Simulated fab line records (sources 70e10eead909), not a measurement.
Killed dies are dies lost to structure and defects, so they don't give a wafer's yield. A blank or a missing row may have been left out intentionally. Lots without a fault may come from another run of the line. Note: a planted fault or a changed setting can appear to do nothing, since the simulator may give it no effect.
Which tool is to blame? ; flow nand harc ; 18 wafers from 6 lots sampled at 5 of the route's 1159 steps

## WHAT EACH GAUGE READ, for each wafer
NHARC_END_SORT_01.
lot;measured;on;killed at array
L379;day 23 19:41;prober-02;11 12

## EACH LOT AND THE TOOL THAT RAN IT (in order: tool; ch and the chambers of the sampled wafers; start)
lot;NHARC_A_CONTACT_DESCUM_47;NHARC_A_CONTACT_ETCH_49;NHARC_A_CONTACT_ETCH_111;NHARC_A_CONTACT_ETCH_117
L362;rie diel-05 ch 1,2,3, day 16 10:07;rie diel-05 ch 0,1,2, day 16 10:20;har cap etch-03 ch 0,1, day 16 11:28;har cap etch-03 ch 0,1, day 16 12:07
L369;rie diel-05 ch 0,1,2, day 17 21:55;rie diel-05 ch 0,1,2, day 17 22:08;har cap etch-01 ch 0,1, day 17 23:13;har cap etch-01 ch 0,1, day 17 23:51
L372;rie diel-05 ch 0,3, day 18 20:05;rie diel-05 ch 1,2,3, day 18 20:19;har cap etch-01 ch 0,1, day 18 21:27;har cap etch-01 ch 0,1, day 18 22:04
L374;rie diel-13 ch 2,3, day 19 14:33;rie diel-13 ch 1,2, day 19 14:46;har cap etch-01 ch 0,1, day 19 15:52;har cap etch-01 ch 0,1, day 19 16:31
L379;rie diel-13 ch 0,3, day 20 10:58;rie diel-13 ch 2,3, day 20 11:10;har cap etch-02 ch 0,1, day 20 12:24;har cap etch-02 ch 0,1, day 20 13:04
L385;rie diel-05 ch 0,2, day 21 21:08;rie diel-05 ch 0,1, day 21 21:22;har cap etch-02 ch 0,1, day 21 22:34;har cap etch-02 ch 0,1, day 21 23:13
- NHARC_A_CONTACT_DESCUM_47: chemistry O2, time 3 s.
- NHARC_A_CONTACT_ETCH_49: etches the open film in N2/H2, target depth 260 nm, time 475.3 s.
- NHARC_A_CONTACT_ETCH_111: etches the open film in C4F8/O2/Ar, time 140 s, target depth 700 nm.
- NHARC_A_CONTACT_ETCH_117: etches the open film in C4F8/O2/Ar, time 94 s, target depth 922 nm.

## THE ANSWER, worked out from the rows above alone
Rule: the lots themselves supply what counts as usual. Put in order of their means at a reading, lots are off if they are a third of the lots or fewer, leave a main group of 4 or more, and stand apart from it by a gap of 3 or more times the standard deviation of the main group's means; of several such gaps the widest counts. A main group is skipped when, at the precision printed for the reading in the tables above, its means are all equal. A lot without any number at a reading at which 4 lots or more have one is off too. Any other lot the step has rows for is counted as sound.
No lot is off at any reading shown: from this, nothing can be told.

## WHAT THE SIMULATOR PUT IN
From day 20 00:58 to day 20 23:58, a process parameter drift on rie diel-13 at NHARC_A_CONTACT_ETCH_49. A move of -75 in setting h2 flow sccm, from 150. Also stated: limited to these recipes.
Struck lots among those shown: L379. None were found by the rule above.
